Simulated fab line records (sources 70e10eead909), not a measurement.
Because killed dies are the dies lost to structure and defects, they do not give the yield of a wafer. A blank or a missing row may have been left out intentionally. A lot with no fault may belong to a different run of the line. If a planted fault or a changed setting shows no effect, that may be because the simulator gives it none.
fab line records	flow nand-harc
[record] lots = 7	wafers = 20	last-day = 34
route steps=1302 shown A_CHANNEL_HOLE_D2@602 A_CHANNEL_FILL_D2@610 END@1302
lots that met no fault: taken from a fault-free run of the same line
start-h: start of the lot's first displayed wafer, in hours after the record's first day	wait-h: hours from the lot's prior step to this one	" as in the row above	L1.1+2: several wafers, shown together as one row	- no value present, or no start provided	* or withheld: withheld	< > ~ a bound
route shown NAME@n: a module of which the file shows steps, and the number in the route of the first	usual: mean/standard deviation of fault-free wafers	same: alike in all rows	chamber/n: place in a boat	sites: each site's reading	_std_site: standard deviation of those values	_edge_site: the outer-site mean with the inner-site mean subtracted	radius-mm: for every site, how far away it sits from the centre of the wafer	mask NAME#n: copy n	behind: the tool/chamber that last shaped the wafer	hold: reason for holding the lot/hours on hold/outcome of the hold	device: transistor that didn't switch, given as n, p or np	end of line: tests run on the same wafers once the route is complete	a step given without rows: its recipe and nothing more	killed: at the first sort, the dies lost to defects and structure; wafer yield is something else	map: dies across one wafer; x = killed, . = not, _ = none there
set.NAME: the setting the step ran with; set.NAME@STEP: the setting that earlier step ran with	model.NAME: the simulator's own value behind a step, which no gauge read
lots seen at some steps along the route; tables by step, rows by wafer
services: from which hour (start-h, from the record's first day; less than 0 if before it) a tool's chamber was out of use, for how many hours, and why
[[steps]]
[step NHARC_A_CHANNEL_HOLE_D2_STRIP_43]
[recipe] o2-flow-sccm = 400	cos-flow-sccm = 20	ar-flow-sccm = 0	bias-w = 0	chemistry = O2/COS
[step NHARC_A_CHANNEL_HOLE_D2_ETCH_44]
[recipe] target-depth-a = 1400	overetch-a = 140	time-s = 77	ion-energy-ev = 100	cf4-flow-sccm = 80	o2-flow-sccm = 20	ar-flow-sccm = 0	rf-w = 300	bias-w = 100	chemistry = CF4/O2
[usual] drypump-motor-current-A = 5.6/0.4	oes_f_703_au = 1.000/0.0045	oes-product-au = 1.001/0.0077	rf-vpp-V = 197.4/1.4	showerhead-plenum-p-Torr = 1.32/0.054	throttle-valve-pct = 13.398/0.0094
lot.wafer	tool	chamber	start-h	wait-h	drypump-motor-current-A	oes_f_703_au	oes-product-au	rf-hours-counter-h	rf-vpp-V	showerhead-plenum-p-Torr	throttle-valve-pct
L681.4	rie-diel-12	0	404.39	0.1	6.4	1.004	0.998	8	197.0	1.29	13.404
L681.3	"	2	"	"	5.7	0.994	0.998	8	198.5	1.37	13.392
L681.5	"	0	"	"	6.5	1.004	1.005	-	196.4	1.29	13.408
L682.2	rie-diel-03	3	404.75	0.1	5.1	0.994	1.010	4	198.8	1.35	13.389
L682.5	"	1	"	"	6.0	0.996	0.995	-	196.1	1.28	13.399
L682.4	"	3	"	"	5.1	1.005	0.999	-	197.1	1.35	13.395
L684.3	rie-diel-03	1	425.32	0.1	6.0	0.997	1.000	7	197.1	1.28	13.396
L684.1	"	3	"	"	5.1	0.997	1.002	6	195.9	1.35	13.396
L684.5	"	1	"	"	6.0	1.001	1.001	-	196.3	1.28	13.399
L685.1	rie-diel-12	2	437.18	0.1	5.7	0.995	1.018	11	198.9	1.37	13.380
L685.4	"	0	"	"	6.5	1.001	1.002	10	195.8	1.29	13.386
L685.6	"	2	"	"	5.7	1.002	1.005	-	198.5	1.37	13.390
L687.1	rie-diel-03	2	447.14	0.1	5.3	0.998	1.007	6	196.8	1.25	13.399
L687.6	"	2	"	"	5.3	0.999	1.008	-	194.9	1.25	13.385
L687.5	"	3	"	"	5.1	1.006	1.014	-	198.5	1.35	13.404
L689.1	rie-diel-01	0	475.07	0.1	4.9	1.003	1.009	4	199.1	1.42	13.396
L689.3	"	2	"	"	5.7	0.998	1.013	4	198.9	1.31	13.386
L695.2	rie-diel-12	1	534.67	0.1	5.6	0.998	0.995	3	195.8	1.24	13.418
L695.3	"	2	"	"	5.7	0.995	0.995	3	198.3	1.37	13.419
L695.6	"	3	"	"	5.8	1.008	0.996	-	195.5	1.29	13.396
[step NHARC_A_CHANNEL_HOLE_D2_STRIP_28]
[recipe] o2-flow-sccm = 500	ar-flow-sccm = 0	bias-w = 0	chemistry = O2
[step NHARC_A_CHANNEL_HOLE_D2_PRECLEAN_29]
[recipe] time-s = *	temp-c = 50	bath-age-min = 0	chemistry = SC1
[step NHARC_A_CHANNEL_HOLE_D2_SRD_30]
[step NHARC_A_CHANNEL_HOLE_D2_CD_MEAS_31]
[usual] cd-nm = 90.3/0.9
lot.wafer	tool	chamber	start-h	wait-h	cd-nm
L681.3	cd-sem-03	-	405.18	-	90.2
L681.4	"	-	"	"	88.4
L681.5	"	-	"	"	90.0
L682.2	cd-sem-02	-	405.67	-	89.3
L682.4	"	-	"	"	90.2
L682.5	"	-	"	"	89.0
L684.1	cd-sem-01	-	426.12	-	90.5
L684.3	"	-	"	"	90.7
L684.5	"	-	"	"	90.8
L685.1	cd-sem-03	-	437.97	-	89.4
L685.4	"	-	"	"	90.8
L685.6	"	-	"	"	90.0
L687.1	cd-sem-02	-	448.05	-	90.4
L687.5	"	-	"	"	89.7
L687.6	"	-	"	"	89.9
L689.1	cd-sem-01	-	475.86	-	90.8
L689.3	"	-	"	"	91.2
L695.2	cd-sem-01	-	535.45	-	88.6
L695.3	"	-	"	"	90.7
L695.6	"	-	"	"	90.1
[step NHARC_A_CHANNEL_HOLE_D2_XSEM_32]
[recipe] landing-energy-ev = 35000
[usual] bot-cd-nm = 75.0/1.2	bow-nm = 8.56/0.24	tilt-deg = 0.07/0.031
lot.wafer	tool	chamber	start-h	wait-h	bot-cd-nm	bow-nm	tilt-deg
L681.3	xsem-01	0	405.27	0.1	74.4	8.62	0.04
L681.4	"	0	"	"	72.8	8.66	0.04
L681.5	"	0	"	"	73.5	8.65	0.04
L682.2	xsem-02	0	405.76	0.1	74.7	8.30	0.02
L682.4	"	0	"	"	75.3	8.20	0.02
L682.5	"	0	"	"	74.5	8.22	0.02
L684.1	xsem-02	0	426.21	0.1	74.9	8.63	0.10
L684.3	"	0	"	"	74.0	8.54	0.10
L684.5	"	0	"	"	75.6	8.53	0.10
L685.1	xsem-01	0	438.06	0.1	74.8	9.19	0.10
L685.4	"	0	"	"	75.5	9.21	0.10
L685.6	"	0	"	"	74.7	9.08	0.10
L687.1	xsem-02	0	448.14	0.1	75.2	8.21	0.04
L687.5	"	0	"	"	73.9	8.20	0.04
L687.6	"	0	"	"	74.3	8.21	0.04
L689.1	xsem-02	0	475.95	0.1	76.4	8.67	0.03
L689.3	"	0	"	"	76.1	8.69	0.03
L695.2	xsem-01	0	535.54	0.1	74.0	8.27	0.06
L695.3	"	0	"	"	75.2	8.31	0.06
L695.6	"	0	"	"	75.0	8.31	0.06
[step NHARC_A_CHANNEL_HOLE_D2_INSPECT_40]
[usual] raw-defect-count = 275/84
lot.wafer	tool	chamber	start-h	wait-h	raw-defect-count
L681.3	defect-inspect-02	-	405.36	-	169
L681.4	"	-	"	"	221
L681.5	"	-	"	"	203
L682.2	defect-inspect-01	-	405.86	-	346
L682.4	"	-	"	"	287
L682.5	"	-	"	"	215
L684.1	defect-inspect-02	-	426.31	-	349
L684.3	"	-	"	"	216
L684.5	"	-	"	"	222
L685.1	defect-inspect-01	-	438.15	-	352
L685.4	"	-	"	"	335
L685.6	"	-	"	"	245
L687.1	defect-inspect-01	-	448.24	-	202
L687.5	"	-	"	"	455
L687.6	"	-	"	"	304
L689.1	defect-inspect-02	-	476.05	-	326
L689.3	"	-	"	"	254
L695.2	defect-inspect-01	-	535.64	-	205
L695.3	"	-	"	"	254
L695.6	"	-	"	"	309
[step NHARC_A_CHANNEL_FILL_D2_PRECLEAN_00]
[recipe] time-s = *	temp-c = 50	bath-age-min = 0	chemistry = SC1
[step NHARC_A_CHANNEL_FILL_D2_SRD_01]
[step NHARC_A_CHANNEL_FILL_D2_ALD_02]
[recipe] target-thk-a = 60	pulse-time-s = 10	ald-cycles = 60	temp-c = 300	material = SiO2
[usual] ald-cycles = 60/0	heater-power-w = 488/34	precursor-pulse-height-rel = 0.997/0.018
[same] pulse-time-s = 10
lot.wafer	tool	chamber	start-h	wait-h	ald-cycles	heater-power-w	precursor-pulse-height-rel	since-wet-clean-h
L681.3	ald-hk-04	2	406.56	-	60	489	1.016	143
L681.4	"	3	"	"	60	501	1.024	143
L681.5	"	1	"	"	60	553	0.990	-
L682.4	ald-hk-04	1	407.01	-	60	539	0.978	143
L682.2	"	0	"	"	60	486	0.975	143
L682.5	"	1	"	"	60	541	0.961	-
L684.3	ald-hk-03	3	426.79	-	60	503	1.001	26
L684.1	"	1	"	"	60	454	0.996	27
L684.5	"	2	"	"	60	438	1.003	-
L685.4	ald-hk-03	0	440.22	-	60	473	1.022	39
L685.1	"	1	"	"	60	441	0.988	40
L685.6	"	1	"	"	60	427	0.989	-
L687.1	ald-hk-04	0	448.51	-	60	516	0.991	4
L687.6	"	3	"	"	60	502	0.966	-
L687.5	"	0	"	"	60	513	1.000	-
L689.3	ald-hk-03	3	476.32	-	60	508	0.987	76
L689.1	"	1	"	"	60	433	0.979	76
L695.2	ald-hk-04	3	535.84	-	60	509	0.995	92
L695.3	"	1	"	"	60	544	1.000	92
L695.6	"	3	"	"	60	515	1.006	-
[step NHARC_A_CHANNEL_FILL_D2_ALD_03]
[recipe] target-thk-a = 60	pulse-time-s = 60	ald-cycles = 58	temp-c = 630	pressure-torr = 2	material = SiNx
[usual] ald-cycles = 58/0	precursor-pulse-height-rel = 0.998/0.02
[same] pulse-time-s = 60
lot.wafer	tool	chamber	start-h	wait-h	ald-cycles	precursor-pulse-height-rel
L681.3	ald-sin-batch-01	0	-	-	58	0.978
L681.4	"	0	"	"	58	0.975
L681.5	"	0	"	"	58	1.002
L682.2	ald-sin-batch-01	0	-	-	58	1.019
L682.4	"	0	"	"	58	0.977
L682.5	"	0	"	"	58	0.984
L684.1	ald-sin-batch-01	0	429.23	1.6	58	1.024
L684.3	"	0	"	"	58	1.027
L684.5	"	0	"	"	58	1.002
L685.1	ald-sin-batch-02	0	-	-	58	1.019
L685.4	"	0	"	"	58	0.994
L685.6	"	0	"	"	58	0.990
L687.1	ald-sin-batch-03	0	-	-	58	1.014
L687.5	"	0	"	"	58	0.975
L687.6	"	0	"	"	58	1.001
L689.1	ald-sin-batch-01	0	-	-	58	0.982
L689.3	"	0	"	"	58	1.026
L695.2	ald-sin-batch-01	0	-	-	58	1.018
L695.3	"	0	"	"	58	1.032
L695.6	"	0	"	"	58	0.970
[step NHARC_A_CHANNEL_FILL_D2_ALD_14]
[recipe] target-thk-a = 25	pulse-time-s = 10	ald-cycles = 25	temp-c = 300	material = SiO2
[usual] ald-cycles = 25/0	heater-power-w = 487/33	precursor-pulse-height-rel = 1.002/0.02
[same] pulse-time-s = 10
lot.wafer	tool	chamber	start-h	wait-h	ald-cycles	heater-power-w	precursor-pulse-height-rel	since-wet-clean-h
L681.3	ald-hk-01	3	413.43	0.0	25	525	0.975	105
L681.4	"	2	"	"	25	466	0.991	105
L681.5	"	0	"	"	25	448	0.997	-
L682.2	ald-hk-04	0	413.47	0.1	25	491	1.010	149
L682.4	"	1	"	"	25	544	1.027	149
L682.5	"	3	"	"	25	509	1.016	-
L684.3	ald-hk-03	1	435.13	2.4	25	444	0.993	34
L684.1	"	2	"	"	25	443	0.961	34
L684.5	"	1	"	"	25	432	1.013	-
L685.1	ald-hk-03	3	448.43	1.3	13	506	1.007	48
L685.4	"	1	"	"	25	443	1.014	48
L685.6	"	2	"	"	25	434	0.979	-
L687.1	ald-hk-03	1	454.97	0.0	13	446	0.961	54
L687.6	"	1	"	"	25	428	0.977	-
L687.5	"	2	"	"	25	434	0.986	-
L689.3	ald-hk-03	3	483.29	0.1	13	497	0.991	83
L689.1	"	0	"	"	13	473	1.009	83
L695.3	ald-hk-04	0	542.89	0.1	25	509	1.023	99
L695.2	"	1	"	"	25	548	1.016	99
L695.6	"	3	"	"	25	502	1.028	-
[step NHARC_A_CHANNEL_FILL_D2_ALD_15]
[recipe] target-thk-a = 20	pulse-time-s = 60	ald-cycles = 19	temp-c = 630	pressure-torr = 2	material = SiNx
[usual] ald-cycles = 19/0	precursor-pulse-height-rel = 1.001/0.019
[same] pulse-time-s = 60
lot.wafer	tool	chamber	start-h	wait-h	ald-cycles	precursor-pulse-height-rel
L681.3	ald-sin-batch-02	0	416.56	3.0	19	0.991
L681.4	"	0	"	"	19	0.960
L681.5	"	0	"	"	19	0.994
L682.2	ald-sin-batch-02	0	-	-	19	1.034
L682.4	"	0	"	"	19	1.015
L682.5	"	0	"	"	19	1.035
L684.1	ald-sin-batch-03	0	-	-	19	0.981
L684.3	"	0	"	"	19	0.987
L684.5	"	0	"	"	19	0.997
L685.1	ald-sin-batch-02	0	-	-	19	1.009
L685.4	"	0	"	"	19	1.032
L685.6	"	0	"	"	19	1.012
L687.1	ald-sin-batch-02	0	-	-	19	0.984
L687.5	"	0	"	"	19	1.009
L687.6	"	0	"	"	19	0.993
L689.1	ald-sin-batch-02	0	-	-	19	1.023
L689.3	"	0	"	"	19	0.979
L695.2	ald-sin-batch-03	0	-	-	19	1.027
L695.3	"	0	"	"	19	1.010
L695.6	"	0	"	"	19	1.010
[step NHARC_END_SORT_01]
[recipe] temp-c = 25
[usual] killed-at-array = 53/21	killed-at-other = 1.0/1.3	killed-at-periphery = 3.8/2.4	killed-dies = 58/21	killed-open = 3.4/1.9	killed-short = 2.4/1.5
[same] gross-dies = 677
lot.wafer	tool	chamber	start-h	wait-h	killed-at-array	killed-at-other	killed-at-periphery	killed-dies	killed-open	killed-short
L682.2	prober-02	0	677.83	2.8	66	2	3	71	3	0
L682.4	prober-02	0	679.44	3.4	71	0	5	76	1	5
L682.5	prober-02	0	680.24	3.7	58	0	3	61	2	6
L687.1	prober-01	0	719.26	2.5	20	0	2	22	2	1
L687.5	prober-01	0	722.50	3.7	24	0	5	29	4	2
L687.6	prober-01	0	723.31	4.0	18	1	4	23	1	2
// killed by level:class
L682.2 A_CHANNEL_HOLE_D1:chamber-film-flake=33 A_SLIT:chamber-film-flake=22 P_M2:chamber-film-flake=2 A_STAIRCASE:chamber-film-flake=2 A_WL_FILL:chamber-film-flake=2 A_CONTACT:chamber-film-flake=2 THIN_TSV:chamber-film-flake=2 P_CONTACT:geometric-particle:open=1
L682.4 A_CHANNEL_HOLE_D1:chamber-film-flake=34 A_SLIT:chamber-film-flake=19 A_CHANNEL_FILL_D2:chamber-film-flake=5 P_STI:chamber-film-flake=2 A_WL_FILL:chamber-film-flake=2 A_CONTACT:chamber-film-flake=2 P_GATE:geometric-particle:open=1 P_CONTACT:geometric-particle:short=1
L682.5 A_SLIT:chamber-film-flake=23 A_CHANNEL_HOLE_D1:chamber-film-flake=13 A_SGD_CUT:chamber-film-flake=3 A_WL_FILL:chamber-film-flake=3 A_CONTACT:chamber-film-flake=3 A_DECK1_JOINT:chamber-film-flake=2 A_CHANNEL_FILL_D2:chamber-film-flake=2 A_STAIRCASE:chamber-film-flake=2
L687.1 A_CHANNEL_HOLE_D1:chamber-film-flake=5 A_SLIT:chamber-film-flake=4 A_STAIRCASE:chamber-film-flake=3 A_WL_FILL:chamber-film-flake=2 A_ONON_D2:geometric-particle:open=1 A_WL_FILL:geometric-particle:short=1 A_WL_FILL:geometric-particle:open=1 P_ZERO_WELL:chamber-film-flake=1
L687.5 A_CHANNEL_HOLE_D1:chamber-film-flake=6 A_SLIT:chamber-film-flake=4 A_ONON_D1:geometric-particle:open=2 A_CHANNEL_FILL_D2:chamber-film-flake=2 A_STAIRCASE:chamber-film-flake=2 A_WL_FILL:chamber-film-flake=2 P_M0:geometric-particle:short=1 A_CHANNEL_FILL_D1:geometric-particle:open=1
L687.6 A_CHANNEL_HOLE_D1:chamber-film-flake=8 A_WL_FILL:chamber-film-flake=3 A_CHANNEL_FILL_D1:chamber-film-flake=2 P_ZERO_WELL:chamber-film-flake=2 A_STAIRCASE:chamber-film-flake=2 P_M1:geometric-particle:open=1 P_M2:geometric-particle:short=1 A_DECK1_JOINT:geometric-particle:short=1
[[services]]
tool	chamber	start-h	hours	kind
rie-diel-01	-	380.83	9.0	pm
ald-hk-03	2	390.85	10.0	vent-cycle
ald-hk-03	3	390.85	10.0	vent-cycle
rie-diel-03	2	394.87	21.2	repair
rie-diel-03	3	414.35	1.3	repair
rie-diel-01	0	417.72	5.5	repair
ald-hk-04	-	434.30	10.0	pm
rie-diel-03	0	444.76	5.7	repair
rie-diel-12	-	445.40	9.0	pm
rie-diel-01	2	452.21	6.0	repair
rie-diel-01	1	452.26	2.6	repair
ald-sin-batch-03	-	455.96	8.8	repair
rie-diel-03	-	458.30	9.0	pm
rie-diel-01	0	462.93	8.3	repair
ald-hk-03	-	464.29	0.4	repair
rie-diel-12	0	474.89	4.5	repair
ald-hk-01	-	476.83	10.0	pm
rie-diel-01	0	481.67	4.6	repair
rie-diel-01	1	488.90	16.5	repair
ald-sin-batch-01	-	506.00	26.0	pm
rie-diel-12	1	510.36	6.5	repair
rie-diel-12	-	510.53	0.8	repair
rie-diel-03	2	539.89	20.4	repair
rie-diel-01	-	541.39	0.2	repair
[[key]]
[first-sign] step = NHARC_A_CHANNEL_FILL_D2_ALD_14	reading = ald-cycles	direction = down	sigmas = 99+	usual = 25	struck = 13
effect none on later readings
met-at NHARC_A_CHANNEL_FILL_D2_ALD_14
struck-wafers L685.1,L687.1,L689.1,L689.3
tester-left-out L685,L687,L689
onset-between 435.13 448.43
[fault] kind = process-parameter-drift	tool = ald-hk-03	chamber = -	onset-h = 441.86	steps = NHARC_A_CHANNEL_FILL_D2_ALD_14	channel = ald-cycles	offset = -12	shape = step	end-h = 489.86	scope = struck-wafers-only	acts-in = these-recipes-only	stated = 25
// tester-left-out: of these lots the tester's yield and bins aren't shown, on N5 and GAA mostly nor the transistor test; their killed dies are dies lost to structure and defects alone, not to doping, threshold or leakage, so they don't give the yield
